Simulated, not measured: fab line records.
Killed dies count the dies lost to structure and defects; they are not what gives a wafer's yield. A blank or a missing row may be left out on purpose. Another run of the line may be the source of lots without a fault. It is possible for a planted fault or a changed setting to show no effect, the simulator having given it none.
Matching of chambers | flow nand-harc | rie-diel-10 running NHARC_P_ZERO_WELL_DESCUM_39: 4 sister chambers
The step chemistry O2, time 3 s. 4 wafers are shown with their chamber, then 8 later ones without.

EACH WAFER AND ITS CHAMBER
wafer  | chamber | drypump-motor-current-A (A)
L081.3 | 3       | 4.7
L084.1 | 0       | 5.4
L084.6 | 1       | 6.4
L085.1 | 2       | 6.1

WAFERS WHOSE CHAMBER IS MISSING
wafer  | drypump-motor-current-A (A)
L085.2 | 6.4
L085.5 | 5.4
L087.2 | 4.7
L087.5 | 4.7
L087.6 | 6.1
L091.1 | 6.1
L091.2 | 5.5
L091.3 | 6.4

EACH ONE'S CHAMBER
wafer  | from the rows above | in truth
L085.2 | 1                   | 1
L085.5 | 0                   | 0
L087.2 | 3                   | 3
L087.5 | 3                   | 3
L087.6 | 2                   | 2
L091.1 | 2                   | 2
L091.2 | 0                   | 0
L091.3 | 1                   | 1
Placed correctly: 8 of 8. Number that these rows cannot place: 0. Wrongly placed: 0.
How it was worked out, from the rows above alone: a wafer's distance from a chamber is the root of the sum, over the readings, of the square of ((its reading less the chamber's mean) divided by the reading's scatter). If the next closest chamber is less than 2 further off than the closest, the wafer can't be placed; otherwise it belongs to the closest. The mean given for a chamber averages the wafers shown for that chamber. The scatter: with one shown wafer a chamber, the root of the mean of the squares of how far each hidden wafer lies from its nearest shown one.
